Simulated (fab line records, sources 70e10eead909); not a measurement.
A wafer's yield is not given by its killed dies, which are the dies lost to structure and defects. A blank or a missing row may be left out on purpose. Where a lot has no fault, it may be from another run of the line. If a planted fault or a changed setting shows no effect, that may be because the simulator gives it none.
Chamber matching | flow nandHarc | NHARC_P_M0_PRE_CLEAN_31 on pecvd-02: 3 sister chambers
The step time 12 s. 6 wafers are shown with their chamber, then 7 later ones without.

## WAFERS, EACH WITH ITS CHAMBER
wafer  | chamber | heaterPowerW (W) | rfFwdPowerW (W)
L080.6 | 2       | 659              | 292.7
L088.3 | 0       | 642              | 292.6
L088.4 | 2       | 618              | 293.8
L088.6 | 1       | 637              | 290.7
L089.1 | 0       | 603              | 290.8
L089.2 | 1       | 644              | 292.9

## WAFERS WHOSE CHAMBER IS MISSING
wafer  | heaterPowerW (W) | rfFwdPowerW (W)
L089.6 | 585              | 292.8
L095.2 | 588              | 291.3
L095.5 | 623              | 293.2
L095.6 | 592              | 291.7
L096.2 | 625              | 293.7
L096.3 | 620              | 291.4
L096.5 | 617              | 294.9

## CHAMBER TAKEN BY EACH
wafer  | from the rows above          | in truth
L089.6 | can't be placed: 0 or 2 or 1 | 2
L095.2 | can't be placed: 0 or 1 or 2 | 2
L095.5 | can't be placed: 2 or 0 or 1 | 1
L095.6 | can't be placed: 0 or 1 or 2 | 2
L096.2 | can't be placed: 2 or 0 or 1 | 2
L096.3 | can't be placed: 0 or 1 or 2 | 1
L096.5 | can't be placed: 2 or 0 or 1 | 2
Placed correctly: 0 of 7. These rows do not allow placing 7 (true chamber among the candidates in 7). Placed wrongly: 0.
How it was worked out, from the rows above alone: a wafer's distance from a chamber is the root of the sum, over the readings, of the square of ((its reading less the chamber's mean) divided by the reading's scatter). If the next closest chamber is less than 2 further off than the closest, the wafer can't be placed; otherwise it belongs to the closest. Each chamber's mean is taken over the wafers shown for it. How the scatter is found: for the shown wafers, subtract from each reading the mean of its chamber, square and add these, divide the total by (wafers less chambers), then take the root.
